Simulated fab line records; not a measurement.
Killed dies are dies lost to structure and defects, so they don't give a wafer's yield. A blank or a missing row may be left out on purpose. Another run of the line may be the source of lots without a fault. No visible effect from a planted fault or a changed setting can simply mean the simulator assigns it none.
Which of the tools did it?    flow n5-finfet    12 lots with 36 wafers sampled at 2 steps, on a route of 1938 steps

## WHAT THE GAUGES READ, wafer by wafer
N5_BEOL_M9_OCD_MEAS_38.
lot   measured      on      trench-depth-nm (nm)
L075  day 9 22:46   ocd-02  147.8 149.7 153.8
L078  day 10 14:50  ocd-01  152.9 152.8 152.5
L079  day 10 17:30  ocd-01  150.8 150.4 149.7
L081  day 11 11:18  ocd-01  146.0 150.7 151.3
L083  day 11 19:14  ocd-02  155.3 152.3 153.4
L085  day 12 10:46  ocd-02  151.7 150.2 147.4
L088  day 13 01:11  ocd-01  155.5 149.7 150.3
L090  day 13 06:53  ocd-01  148.8 148.7 148.1
L091  day 13 11:14  ocd-01  150.2 156.8 150.0
L093  day 15 02:14  ocd-01  151.3 147.6 151.5
L094  day 15 02:54  ocd-02  153.4 154.0 147.8
L096  day 16 04:40  ocd-01  151.0 153.9 149.8

## WHAT TOOL EACH LOT RAN ON (gives the tool, then ch and the chambers of the sampled wafers, and finally the start)
lot   N5_BEOL_M9_STRIP_80
L075  rie-diel-02 ch 0,1,2, day 9 22:46 or earlier
L078  rie-diel-06 ch 0,3, day 10 14:50 or earlier
L079  rie-diel-06 ch 1,2, day 10 17:30 or earlier
L081  rie-diel-02 ch 2,3, day 11 11:18 or earlier
L083  rie-diel-02 ch 0,1,3, day 11 19:14 or earlier
L085  rie-diel-06 ch 0,2,3, day 12 10:46 or earlier
L088  rie-diel-06 ch 0,1,2, day 13 01:11 or earlier
L090  rie-diel-06 ch 1,3, day 13 06:53 or earlier
L091  rie-diel-06 ch 0,1,2, day 13 11:14 or earlier
L093  rie-diel-04 ch 0,2, day 15 02:14 or earlier
L094  rie-diel-02 ch 0,2,3, day 15 02:54 or earlier
L096  rie-diel-06 ch 0,3, day 16 04:40 or earlier
- N5_BEOL_M9_STRIP_80: strips in N2/H2, time 10 s.

## THE ANSWER, worked out from the rows above alone
Rule: the lots themselves supply what counts as usual. The widest of any qualifying gaps counts: lots, ordered by their means at a reading, are off when they make up no more than a third of the lots, leave a main group of 4 or more, and stand apart from it by 3 or more times the standard deviation of that group's means. A main group is skipped when, at the precision printed for the reading in the tables above, its means are all equal. Also off: a lot with no number at a reading for which 4 or more lots have one. Any other lot the step has rows for is counted as sound.
No lot is off on any of the readings shown, so nothing can be concluded from this.

## WHAT HAD BEEN PUT IN BY THE SIMULATOR
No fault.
